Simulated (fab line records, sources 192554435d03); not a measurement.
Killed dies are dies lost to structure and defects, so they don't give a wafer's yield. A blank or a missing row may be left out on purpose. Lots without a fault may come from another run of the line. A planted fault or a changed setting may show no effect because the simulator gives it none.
Split-lot experiment | flow n5_finfet | 7 lots, 21 wafers read, on a route of 1938 steps

THE SPLIT
At N5_BEOL_M14_ETCH_68 (etches SOC in N2/H2, time 450 s), the setting time_s was moved away from the recipe's 450 s on 8 of the 21 wafers read, by -22.0% to +20.4%. The other wafers ran this setting at the recipe's value.

The reading is taken at the split's own step.

THE READING
SiARC_of_BEOL_M14_COAT_66.thk_nm (the simulator's own value, which no gauge read), in nm, at N5_BEOL_M14_ETCH_68 (etches SOC in N2/H2, time 450 s). The file gives no usual value for it. The 13 wafers here that ran the recipe average 64.7 nm, standard deviation 0.4 nm.

wafer  | tool, chamber at the split | time_s as run, s | against the recipe | SiARC_of_BEOL_M14_COAT_66.thk_nm, nm | against lot-mates on the recipe
L074.1 | rie_diel-06, 2             | 450              | recipe             | 65                                   | -
L074.2 | rie_diel-06, 3             | 486.8            | +8.2%              | 60.8                                 | -4.2
L074.6 | rie_diel-06, 3             | 486.8            | +8.2%              | 60.6                                 | -4.4
L075.1 | rie_diel-03, 0             | 450              | recipe             | 64.2                                 | -
L075.2 | rie_diel-03, 1             | 450              | recipe             | 65.2                                 | -
L075.3 | rie_diel-03, 2             | 450              | recipe             | 65                                   | -
L084.2 | rie_diel-01, 3             | 450              | recipe             | 64.2                                 | -
L084.3 | rie_diel-01, 1             | 495.1            | +10.0%             | 60.4                                 | -3.8
L084.6 | rie_diel-01, 3             | 495.1            | +10.0%             | 60                                   | -4.2
L082.2 | rie_diel-06, 3             | 497.5            | +10.6%             | 60                                   | -5.0
L082.3 | rie_diel-06, 2             | 450              | recipe             | 65.4                                 | -
L082.5 | rie_diel-06, 1             | 450              | recipe             | 64.6                                 | -
L087.1 | rie_diel-03, 0             | 450              | recipe             | 64.4                                 | -
L087.2 | rie_diel-03, 3             | 541.9            | +20.4%             | 55.6                                 | -8.8
L087.5 | rie_diel-03, 0             | 541.9            | +20.4%             | 55                                   | -9.4
L085.1 | rie_diel-01, 1             | 450              | recipe             | 64.6                                 | -
L085.4 | rie_diel-01, 2             | 350.9            | -22.0%             | 74.8                                 | +10.1
L085.6 | rie_diel-01, 1             | 450              | recipe             | 64.8                                 | -
L097.1 | rie_diel-01, 0,3           | 450              | recipe             | 64.8                                 | -
L097.5 | rie_diel-01, 0,3           | 450              | recipe             | 64.8                                 | -
L097.2 | rie_diel-01, 3             | 450              | recipe             | 64                                   | -
Where a row lists several chambers, the file gives one row for several wafers and doesn't say which wafer went through which chamber.

THE FIT
A straight line over all 21 wafers: SiARC_of_BEOL_M14_COAT_66.thk_nm changes by -0.459 nm for each +1% of time_s; r = -1.00; the points scatter about the line by 0.36 nm.
The same after taking each lot's own level away (the mean of its wafers on the recipe; 21 wafers): -0.452 nm for each +1%; r = -1.00; scatter 0.4 nm.
On that fit, the largest move of time_s shifts the reading by 9.9 nm.
The lots' own levels span 64.20 to 65.00 nm, that is 2.0 times the standard deviation above.
So the lot-to-lot level changes the slope little: the two slopes agree.
Check: with one of the wafers moved furthest among these (-22.0%) left out of the fit, the line predicts +9.82 nm for it against its lot-mates. It came out at +10.1 nm against them.

OTHER SPLITS ON THESE WAFERS
These wafers also went through other splits before the reading. Each is held against what the fit with the lots' levels taken away leaves over:
other split on the same wafers | wafers away from the commonest value | r with SiARC_of_BEOL_M14_COAT_66.thk_nm (lot level and that fit taken away)
N5_BEOL_M11_COAT_05 spin_rpm   | 3                                    | -0.13
N5_BEOL_M12_PEB_08 peb_temp_c  | 10                                   | -0.14
N5_BEOL_M13_ETCH_67 bias_w     | 6                                    | +0.14

THE FILE'S OWN FIT
SiARC_of_BEOL_M14_COAT_66.thk_nm changes by -0.454 nm for each +1% of time_s, r = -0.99.
